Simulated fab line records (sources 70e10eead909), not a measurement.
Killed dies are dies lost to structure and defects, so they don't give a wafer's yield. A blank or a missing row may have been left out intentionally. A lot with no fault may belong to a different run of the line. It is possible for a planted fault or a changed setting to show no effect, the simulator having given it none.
fab line records	flow nandHarc	part 1 of 2: steps 1 to 20 of 30
record: lots: 5	wafers: 15	lastDay: 22
route steps=1159 shown A_STAIRCASE@678
lots untouched by any fault: they come from a run of this same line in which no faults occurred
startH: the number of hours between the record's first day and the start of the first shown wafer of the lot	waitH: hours from the lot's prior step to this one	" same as the row above	L1.1+2: one row covering several wafers at once	- no value present, or no start provided	* or withheld: withheld	< > ~ a bound
route shown NAME@n: NAME is a module with steps in the file, n the number in the route of the first one	usual: mean/standard deviation taken from wafers without a fault	same: alike in all rows	chamber/n: place in a boat	sites: the reading at each site	_std_site: the standard deviation of these	_edge_site: the outer-site mean with the inner-site mean subtracted	radiusMm: how far each site lies from the wafer's centre	mask NAME#n: copy n	behind: tool/chamber where the wafer was last shaped	hold: what put the lot on hold/how long, in hours/how the hold closed	device: whichever transistor did not switch (one of n, p or np)	end of line: tests run on the same wafers once the route is complete	a step without rows: its recipe alone	killed: dies lost to structure and defects at the first sort, not the wafer's yield	map: a wafer's dies, x killed, . not, _ none there
set.NAME: setting as actually run; set.NAME@STEP: the setting as run at that earlier step	model.NAME: the simulator's own value behind a step, which no gauge read
lots seen at some steps along the route; tables by step, rows by wafer
services: the hour from which a tool's chamber was out of use, counted from the record's first day as startH (under 0 if before that day), plus the number of hours and why
== steps ==
step: NHARC_A_STAIRCASE_HMDS_303
recipe: timeS: 30
usual: chillPlateTempC: 23.02/0.1	resistLineTempC: 23.02/0.11
lot.wafer	tool	chamber	startH	waitH	chillPlateTempC	resistLineTempC
L079.1	lithoTrack-03	0	-	-	22.93	22.98
L079.2	"	0	"	"	22.92	23.13
L079.3	"	0	"	"	23.06	22.93
L083.2	lithoTrack-05	0	-	-	22.94	23.21
L083.3	"	0	"	"	23.03	23.16
L083.5	"	0	"	"	22.89	23.04
L082.1	lithoTrack-05	0	-	-	22.84	23.07
L082.3	"	0	"	"	23.02	23.05
L082.4	"	0	"	"	22.84	23.05
L084.1	lithoTrack-03	0	-	-	22.93	22.91
L084.2	"	0	"	"	23.09	22.99
L084.3	"	0	"	"	22.97	22.98
L087.2	lithoTrack-03	0	-	-	23.04	22.94
L087.3	"	0	"	"	22.91	23.06
L087.6	"	0	"	"	22.93	22.87
step: NHARC_A_STAIRCASE_COAT_304
recipe: spinRpm: 1200
usual: chillPlateTempC: 22.99/0.11	resistLineTempC: 23.02/0.097
lot.wafer	tool	chamber	startH	waitH	chillPlateTempC	resistLineTempC
L079.1	lithoTrack-03	0	-	-	22.87	23.09
L079.2	"	0	"	"	22.97	23.03
L079.3	"	0	"	"	22.90	22.91
L083.2	lithoTrack-05	0	-	-	22.91	22.88
L083.3	"	0	"	"	22.97	22.96
L083.5	"	0	"	"	23.05	23.02
L082.1	lithoTrack-05	0	-	-	23.04	22.97
L082.3	"	0	"	"	22.91	23.04
L082.4	"	0	"	"	22.94	23.03
L084.1	lithoTrack-03	0	-	-	22.82	23.16
L084.2	"	0	"	"	22.86	23.00
L084.3	"	0	"	"	22.79	23.08
L087.2	lithoTrack-03	0	-	-	22.91	22.95
L087.3	"	0	"	"	23.05	23.06
L087.6	"	0	"	"	23.11	23.12
step: NHARC_A_STAIRCASE_SOFTBAKE_305
recipe: tempC: 135	timeS: 170
usual: chillPlateTempC: 23.00/0.1	resistLineTempC: 23.01/0.12
lot.wafer	tool	chamber	startH	waitH	chillPlateTempC	resistLineTempC
L079.1	lithoTrack-03	0	-	-	22.98	22.90
L079.2	"	0	"	"	22.98	22.92
L079.3	"	0	"	"	23.12	22.92
L083.2	lithoTrack-05	0	-	-	22.97	22.83
L083.3	"	0	"	"	23.04	22.97
L083.5	"	0	"	"	22.97	22.91
L082.1	lithoTrack-05	0	-	-	23.00	23.00
L082.3	"	0	"	"	22.91	22.86
L082.4	"	0	"	"	23.07	23.05
L084.1	lithoTrack-03	0	-	-	22.91	22.87
L084.2	"	0	"	"	22.91	22.97
L084.3	"	0	"	"	23.00	22.89
L087.2	lithoTrack-03	0	-	-	23.04	22.86
L087.3	"	0	"	"	22.97	22.88
L087.6	"	0	"	"	23.04	23.01
step: NHARC_A_STAIRCASE_EBR_306
usual: chillPlateTempC: 22.99/0.13	resistLineTempC: 23.00/0.1
lot.wafer	tool	chamber	startH	waitH	chillPlateTempC	resistLineTempC
L079.1	lithoTrack-03	0	-	-	22.95	22.99
L079.2	"	0	"	"	22.79	23.12
L079.3	"	0	"	"	22.74	23.01
L083.2	lithoTrack-05	0	-	-	22.90	22.96
L083.3	"	0	"	"	23.02	22.99
L083.5	"	0	"	"	22.86	22.90
L082.1	lithoTrack-05	0	-	-	22.85	22.86
L082.3	"	0	"	"	23.15	23.06
L082.4	"	0	"	"	23.14	23.12
L084.1	lithoTrack-03	0	-	-	23.34	23.00
L084.2	"	0	"	"	23.31	23.05
L084.3	"	0	"	"	23.26	22.91
L087.2	lithoTrack-03	0	-	-	22.90	22.80
L087.3	"	0	"	"	22.78	22.86
L087.6	"	0	"	"	22.98	22.89
step: NHARC_A_STAIRCASE_EXPOSE_307
recipe: na: 0.5	doseMj: 45.72	maskId: CHOP_50
lot.wafer	tool	chamber	startH	waitH	mask
L079.1+2+3	krfScanner-02	0	285.72	-	CHOP_50#0
L083.2+3+5	krfScanner-04	0	309.10	-	CHOP_50#0
L082.1+3+4	krfScanner-02	0	313.39	-	CHOP_50#0
L084.1+2+3	krfScanner-03	0	322.59	-	CHOP_50#0
L087.2+3+6	krfScanner-03	0	343.17	-	CHOP_50#0
step: NHARC_A_STAIRCASE_PEB_308
recipe: pebTempC: 115	pebTimeS: 130
usual: chillPlateTempC: 22.98/0.11	resistLineTempC: 23.01/0.1
lot.wafer	tool	chamber	startH	waitH	chillPlateTempC	resistLineTempC
L079.1	lithoTrack-03	0	285.79	0.1	23.12	23.01
L079.2	"	0	"	"	23.00	23.00
L079.3	"	0	"	"	23.14	23.00
L083.2	lithoTrack-05	0	309.16	0.1	23.14	23.13
L083.3	"	0	"	"	23.10	23.12
L083.5	"	0	"	"	23.08	23.22
L082.1	lithoTrack-05	0	313.45	0.1	22.93	22.94
L082.3	"	0	"	"	23.02	23.08
L082.4	"	0	"	"	22.86	22.94
L084.1	lithoTrack-03	0	322.66	0.1	22.95	22.98
L084.2	"	0	"	"	22.82	22.91
L084.3	"	0	"	"	23.14	23.02
L087.2	lithoTrack-03	0	343.23	0.1	23.03	22.95
L087.3	"	0	"	"	23.19	23.08
L087.6	"	0	"	"	23.09	22.98
step: NHARC_A_STAIRCASE_DEVELOP_309
recipe: timeS: 140
usual: chillPlateTempC: 23.00/0.11	resistLineTempC: 23.00/0.12
lot.wafer	tool	chamber	startH	waitH	chillPlateTempC	resistLineTempC
L079.1	lithoTrack-03	0	-	-	22.85	23.06
L079.2	"	0	"	"	22.79	23.14
L079.3	"	0	"	"	22.97	22.98
L083.2	lithoTrack-05	0	-	-	22.83	22.87
L083.3	"	0	"	"	22.97	22.91
L083.5	"	0	"	"	22.93	23.10
L082.1	lithoTrack-05	0	-	-	23.17	23.06
L082.3	"	0	"	"	23.30	23.08
L082.4	"	0	"	"	23.09	22.88
L084.1	lithoTrack-03	0	-	-	23.03	22.87
L084.2	"	0	"	"	22.96	22.78
L084.3	"	0	"	"	23.06	22.89
L087.2	lithoTrack-03	0	-	-	23.06	22.90
L087.3	"	0	"	"	23.13	22.92
L087.6	"	0	"	"	22.94	23.05
step: NHARC_A_STAIRCASE_HARDBAKE_311
recipe: tempC: 120	timeS: 140
usual: chillPlateTempC: 22.99/0.11	resistLineTempC: 23.03/0.098
lot.wafer	tool	chamber	startH	waitH	chillPlateTempC	resistLineTempC
L079.1	lithoTrack-02	0	286.00	-	23.01	23.11
L079.2	"	0	"	"	22.81	23.14
L079.3	"	0	"	"	22.94	23.10
L083.2	lithoTrack-05	0	309.38	-	23.03	23.00
L083.3	"	0	"	"	22.98	23.04
L083.5	"	0	"	"	23.24	23.06
L082.1	lithoTrack-03	0	313.67	-	23.06	23.02
L082.3	"	0	"	"	23.00	23.08
L082.4	"	0	"	"	22.93	23.08
L084.1	lithoTrack-05	0	322.88	-	22.94	22.95
L084.2	"	0	"	"	23.00	23.00
L084.3	"	0	"	"	22.83	22.89
L087.2	lithoTrack-05	0	343.45	-	23.05	23.09
L087.3	"	0	"	"	23.23	23.11
L087.6	"	0	"	"	23.00	23.17
step: NHARC_A_STAIRCASE_DESCUM_312
recipe: timeS: 3	o2FlowSccm: 200	arFlowSccm: 0	biasPowerW: 0	chemistry: O2
usual: drypumpMotorCurrentA: 5.7/0.32	oesProductAu: 1.002/0.01	rfVppV: 57.7/0.9	showerheadPlenumPTorr: 1.90/0.11	throttleValvePct: 11.309/0.009
lot.wafer	tool	chamber	startH	waitH	drypumpMotorCurrentA	oesProductAu	rfHoursCounterH	rfVppV	showerheadPlenumPTorr	throttleValvePct
L079.1	rieDiel-03	2	286.10	-	5.3	1.001	25	58.1	2.07	11.299
L079.3	"	3	"	"	6.2	0.997	25	56.4	1.79	11.296
L079.2	"	0	"	"	5.2	1.014	25	57.6	1.84	11.310
L083.2	rieDiel-09	3	309.47	-	6.2	0.996	20	57.2	2.05	11.315
L083.3	"	0	"	"	5.6	1.002	17	58.2	1.81	11.313
L083.5	"	2	"	"	5.6	1.016	-	59.0	1.93	11.297
L082.3	rieDiel-09	1	313.77	-	5.2	0.992	17	59.3	2.00	11.314
L082.1	"	2	"	"	5.6	1.020	19	57.7	1.93	11.286
L082.4	"	3	"	"	6.2	1.007	21	58.7	2.05	11.303
L084.1	rieDiel-03	1	322.97	-	5.7	1.001	36	56.7	1.77	11.305
L084.3	"	2	"	"	5.3	1.005	36	58.8	2.06	11.302
L084.2	"	0	"	"	5.2	1.018	36	57.3	1.84	11.306
L087.3	rieDiel-02	0	343.54	-	5.8	1.017	2	57.8	1.91	11.301
L087.2	"	1	"	"	5.6	0.992	2	59.0	1.92	11.305
L087.6	"	1	"	"	5.6	0.985	-	57.8	1.92	11.323
step: NHARC_A_STAIRCASE_ETCH_313
recipe: cf4FlowSccm: 100	chf3FlowSccm: 30	arFlowSccm: 0	rfW: 500	biasW: 200	chemistry: CF4/CHF3
usual: drypumpMotorCurrentA: 5.7/0.32	oesProductAu: 0.931/0.016	rfVppV: 370.4/2.9	showerheadPlenumPTorr: 1.56/0.085	throttleValvePct: 16.802/0.0078
lot.wafer	tool	chamber	startH	waitH	drypumpMotorCurrentA	oesProductAu	rfHoursCounterH	rfVppV	showerheadPlenumPTorr	throttleValvePct
L079.3	rieDiel-03	2	286.18	0.1	5.3	0.928	25	374.7	1.69	16.811
L079.1	"	3	"	"	6.2	0.927	25	367.2	1.48	16.795
L079.2	"	0	"	"	5.3	0.940	25	369.1	1.52	16.800
L083.2	rieDiel-09	3	309.56	0.1	6.2	0.963	20	373.1	1.68	16.794
L083.3	"	1	"	"	5.2	0.961	16	373.0	1.64	16.805
L083.5	"	2	"	"	5.6	0.951	-	370.8	1.59	16.799
L082.3	rieDiel-09	3	313.85	0.1	6.2	0.927	21	374.1	1.68	16.795
L082.4	"	1	"	"	5.2	0.907	17	371.9	1.64	16.796
L082.1	"	2	"	"	5.6	0.944	19	372.2	1.59	16.811
L084.1	rieDiel-03	2	323.05	0.1	5.3	0.924	36	374.6	1.69	16.812
L084.2	"	0	"	"	5.2	0.934	36	369.8	1.51	16.803
L084.3	"	1	"	"	5.7	0.920	36	367.5	1.46	16.803
L087.3	rieDiel-02	3	343.64	0.1	5.5	0.923	3	368.7	1.49	16.803
L087.2	"	0	"	"	5.8	0.927	2	371.1	1.57	16.822
L087.6	"	3	"	"	5.5	0.929	-	367.8	1.49	16.813
step: NHARC_A_STAIRCASE_HM_OPEN_463
recipe: o2FlowSccm: 400	cosFlowSccm: 20	arFlowSccm: 0	rfW: 500	biasW: 300	chemistry: O2/COS
usual: drypumpMotorCurrentA: 5.7/0.32	oesProductAu: 1.001/0.011	rfVppV: 467/3.7	showerheadPlenumPTorr: 3.10/0.17	throttleValvePct: 28.330/0.0091
lot.wafer	tool	chamber	startH	waitH	drypumpMotorCurrentA	oesProductAu	rfHoursCounterH	rfVppV	showerheadPlenumPTorr	throttleValvePct
L079.3	rieDiel-03	0	-	-	5.2	1.004	25	467	3.01	28.336
L079.1	"	1	"	"	5.7	1.002	25	463	2.91	28.337
L079.2	"	2	"	"	5.3	1.004	25	471	3.36	28.325
L083.2	rieDiel-09	0	-	-	5.6	0.998	17	464	2.96	28.337
L083.3	"	3	"	"	6.2	0.998	20	474	3.33	28.327
L083.5	"	1	"	"	5.2	0.978	-	471	3.26	28.330
L082.1	rieDiel-09	2	-	-	5.6	1.012	19	467	3.15	28.342
L082.4	"	3	"	"	6.2	1.002	21	471	3.33	28.334
L082.3	"	0	"	"	5.6	1.014	19	464	2.96	28.334
L084.1	rieDiel-03	0	-	-	5.2	1.015	36	465	3.01	28.335
L084.3	"	1	"	"	5.7	0.997	36	463	2.90	28.347
L084.2	"	2	"	"	5.3	0.992	36	474	3.35	28.327
L087.2	rieDiel-02	0	-	-	5.8	1.003	2	467	3.12	28.318
L087.3	"	1	"	"	5.6	0.981	2	468	3.13	28.324
L087.6	"	3	"	"	5.6	0.992	-	463	2.95	28.335
step: NHARC_A_STAIRCASE_STRIP_464
recipe: o2FlowSccm: 400	cosFlowSccm: 20	arFlowSccm: 0	biasW: 0	chemistry: O2/COS
lot.wafer	tool	chamber	startH	waitH
L079.2+1+3	rieDiel-03	0,1,3	-	-
L083.2+3+5	rieDiel-09	0,2,3	-	-
L082.4+1+3	rieDiel-09	0,1,2	-	-
L084.3+1+2	rieDiel-03	3,1,2	-	-
L087.2+3+6	rieDiel-02	0,1,0	-	-
step: NHARC_A_STAIRCASE_ETCH_453
recipe: targetDepthA: 300	overetchA: 30	timeS: 16.5	ionEnergyEv: 100	cf4FlowSccm: 80	o2FlowSccm: 20	arFlowSccm: 0	rfW: 300	biasW: 100	chemistry: CF4/O2
usual: drypumpMotorCurrentA: 5.6/0.32	oes_ar_750_au: 1.000/0.0045	oesProductAu: 0.999/0.0093	rfVppV: 197.7/1.7	showerheadPlenumPTorr: 1.33/0.074	throttleValvePct: 13.397/0.0094
lot.wafer	tool	chamber	startH	waitH	drypumpMotorCurrentA	oes_ar_750_au	oesProductAu	rfHoursCounterH	rfVppV	showerheadPlenumPTorr	throttleValvePct
L079.1	rieDiel-03	0	-	-	5.2	1.003	1.008	25	196.1	1.29	13.406
L079.3	"	1	"	"	5.7	1.001	1.007	25	195.8	1.24	13.403
L079.2	"	2	"	"	5.3	1.002	0.991	25	200.3	1.44	13.409
L083.2	rieDiel-09	2	-	-	5.6	0.995	1.018	18	197.5	1.35	13.398
L083.3	"	3	"	"	6.2	0.997	1.008	20	199.3	1.43	13.400
L083.5	"	1	"	"	5.2	0.998	0.989	-	198.6	1.40	13.399
L082.1	rieDiel-09	0	-	-	5.6	0.997	1.001	19	196.7	1.27	13.427
L082.4	"	1	"	"	5.2	1.006	0.995	17	198.8	1.40	13.395
L082.3	"	3	"	"	6.2	0.995	0.998	21	199.8	1.43	13.395
L084.2	rieDiel-03	2	-	-	5.3	0.995	0.997	36	200.5	1.44	13.406
L084.3	"	0	"	"	5.2	0.996	1.005	36	196.9	1.28	13.398
L084.1	"	1	"	"	5.7	0.996	1.004	36	196.4	1.24	13.399
L087.3	rieDiel-02	0	-	-	5.8	0.996	1.012	2	199.4	1.33	13.396
L087.2	"	2	"	"	5.8	0.996	0.991	2	201.1	1.43	13.393
L087.6	"	1	"	"	5.6	1.003	0.991	-	198.4	1.34	13.397
step: NHARC_A_STAIRCASE_ETCH_315
recipe: targetDepthA: 25000	timeS: 607.1	ionEnergyEv: 800	c4f8FlowSccm: 80	o2FlowSccm: 60	arFlowSccm: withheld	rfW: 600	biasW: 3000	chemistry: C4F8/O2/Ar
usual: oesProductAu: 0.931/0.01	rfVppV: 1825/14
lot.wafer	tool	chamber	startH	waitH	oesProductAu	rfHoursCounterH	rfVppV
L079.2	rieDiel-03	2	-	-	0.933	26	1846
L079.3	"	3	"	"	0.932	26	1811
L079.1	"	0	"	"	0.939	25	1819
L083.3	rieDiel-09	3	-	-	0.956	20	1843
L083.2	"	2	"	"	0.956	18	1829
L083.5	"	3	"	"	0.967	-	1842
L082.1	rieDiel-09	3	-	-	0.939	21	1843
L082.4	"	0	"	"	0.939	19	1812
L082.3	"	2	"	"	0.942	19	1830
L084.2	rieDiel-03	3	-	-	0.933	37	1811
L084.3	"	0	"	"	0.932	36	1817
L084.1	"	2	"	"	0.928	36	1846
L087.3	rieDiel-02	0	-	-	0.943	2	1828
L087.2	"	3	"	"	0.935	3	1812
L087.6	"	0	"	"	0.938	-	1829
step: NHARC_A_STAIRCASE_STRIP_316
recipe: o2FlowSccm: 500	arFlowSccm: 0	biasW: 0	chemistry: O2
usual: drypumpMotorCurrentA: 5.7/0.32	oesProductAu: 1.001/0.01	rfVppV: 57.7/0.92	showerheadPlenumPTorr: 3.50/0.19	throttleValvePct: 17.037/0.0094
lot.wafer	tool	chamber	startH	waitH	drypumpMotorCurrentA	oesProductAu	rfHoursCounterH	rfVppV	showerheadPlenumPTorr	throttleValvePct
L079.1	rieDiel-03	1	-	-	5.7	1.007	26	57.5	3.29	17.045
L079.2	"	2	"	"	5.3	1.013	26	58.4	3.79	17.040
L079.3	"	3	"	"	6.3	1.012	26	56.6	3.32	17.045
L083.3	rieDiel-09	1	-	-	5.2	0.990	16	59.3	3.68	17.046
L083.2	"	2	"	"	5.6	1.011	18	58.7	3.56	17.042
L083.5	"	3	"	"	6.2	1.009	-	58.4	3.76	17.041
L082.1	rieDiel-09	3	-	-	6.2	1.004	21	58.9	3.76	17.047
L082.3	"	0	"	"	5.6	1.015	19	56.9	3.35	17.035
L082.4	"	2	"	"	5.6	1.014	20	59.2	3.56	17.026
L084.1	rieDiel-03	1	-	-	5.7	0.998	36	56.8	3.28	17.025
L084.3	"	3	"	"	6.3	1.009	37	57.2	3.32	17.049
L084.2	"	0	"	"	5.3	1.015	37	58.3	3.40	17.032
L087.2	rieDiel-02	3	-	-	5.6	0.992	3	57.1	3.34	17.041
L087.3	"	0	"	"	5.8	1.005	3	57.2	3.53	17.038
L087.6	"	2	"	"	5.9	0.985	-	57.1	3.77	17.033
step: NHARC_A_STAIRCASE_STRIP_317
recipe: timeS: 900	tempC: 130	chemistry: SPM
lot.wafer	tool	chamber	startH	waitH
L079.1+3+2	wetBench-02	0,2,4	287.81	-
L083.5+3+2	wetBench-02	1,2,5	310.82	-
L082.3+4+1	wetBench-04	6,0,3	315.11	-
L084.1+2+3	wetBench-04	3,4,5	324.31	-
L087.2+6+3	wetBench-02	5,6,0	344.89	-
step: NHARC_A_STAIRCASE_PRECLEAN_318
recipe: timeS: *	tempC: 50	bathAgeMin: 0	chemistry: SC1
usual: h2o2FlowMLMin: 56.58/0.19
lot.wafer	tool	chamber	startH	waitH	h2o2FlowMLMin
L079.1	wetBench-02	0	-	-	56.60
L079.3	"	2	"	"	56.42
L079.2	"	4	"	"	57.05
L083.5	wetBench-02	1	-	-	56.51
L083.3	"	2	"	"	56.64
L083.2	"	5	"	"	56.57
L082.3	wetBench-04	6	-	-	56.74
L082.4	"	0	"	"	56.59
L082.1	"	3	"	"	57.07
L084.1	wetBench-04	3	-	-	56.52
L084.2	"	4	"	"	56.56
L084.3	"	5	"	"	56.35
L087.2	wetBench-02	5	-	-	56.62
L087.6	"	6	"	"	56.86
L087.3	"	0	"	"	56.76
step: NHARC_A_STAIRCASE_SRD_329
lot.wafer	tool	chamber	startH	waitH
L079.1+3+2	wetBench-02	0,2,4	-	-
L083.5+3+2	wetBench-02	1,2,5	-	-
L082.3+4+1	wetBench-04	6,0,3	-	-
L084.1+2+3	wetBench-04	3,4,5	-	-
L087.2+6+3	wetBench-02	5,6,0	-	-
step: NHARC_A_STAIRCASE_ALD_415
recipe: targetThkA: 300	pulseTimeS: 6	aldCycles: 300	tempC: 300	material: SiO2
usual: heaterPowerOuterW: 259/28	heaterPowerW: 459/47	precursorPulseHeightRel: 0.998/0.022
lot.wafer	tool	chamber	startH	waitH	heaterPowerOuterW	heaterPowerW	precursorPulseHeightRel
L079.3	aldHk-04	0	288.34	0.1	297	523	1.026
L079.1	"	1	"	"	252	414	1.022
L079.2	"	3	"	"	242	437	0.977
L083.3	aldHk-04	2	311.34	0.1	256	429	0.998
L083.2	"	1	"	"	253	426	0.970
L083.5	"	3	"	"	243	449	0.958
L082.4	aldHk-01	0	315.65	0.1	241	430	1.025
L082.3	"	1	"	"	209	395	0.965
L082.1	"	3	"	"	283	510	1.001
L084.3	aldHk-01	1	325.99	1.2	214	395	1.028
L084.1	"	2	"	"	236	443	1.015
L084.2	"	3	"	"	285	508	1.014
L087.3	aldHk-03	0	345.40	0.1	290	472	1.013
L087.2	"	3	"	"	276	525	0.990
L087.6	"	1	"	"	287	486	1.040
step: NHARC_A_STAIRCASE_ETCHBACK_416
recipe: targetDepthA: 360	timeS: 7.2	c4f8FlowSccm: withheld	o2FlowSccm: 8	arFlowSccm: withheld	rfW: 600	biasW: 800	chemistry: C4F8/O2/Ar
usual: oesProductAu: 0.938/0.03	rfVppV: 723/5.7
lot.wafer	tool	chamber	startH	waitH	oesProductAu	rfHoursCounterH	rfVppV
L079.2	rieDiel-09	1	-	-	0.915	10	728
L079.1	"	2	"	"	0.946	12	724
L079.3	"	3	"	"	0.933	14	730
L083.3	rieDiel-02	2	-	-	0.923	54	729
L083.2	"	1	"	"	0.913	58	724
L083.5	"	1	"	"	0.917	-	723
L082.4	rieDiel-03	0	319.15	3.0	0.940	35	719
L082.3	"	1	"	"	0.941	34	715
L082.1	"	2	"	"	0.929	35	731
L084.2	rieDiel-03	1	-	-	0.918	37	717
L084.3	"	2	"	"	0.928	38	732
L084.1	"	3	"	"	0.926	39	716
L087.3	rieDiel-02	3	-	-	0.933	4	716
L087.2	"	0	"	"	0.937	4	723
L087.6	"	2	"	"	0.921	-	730
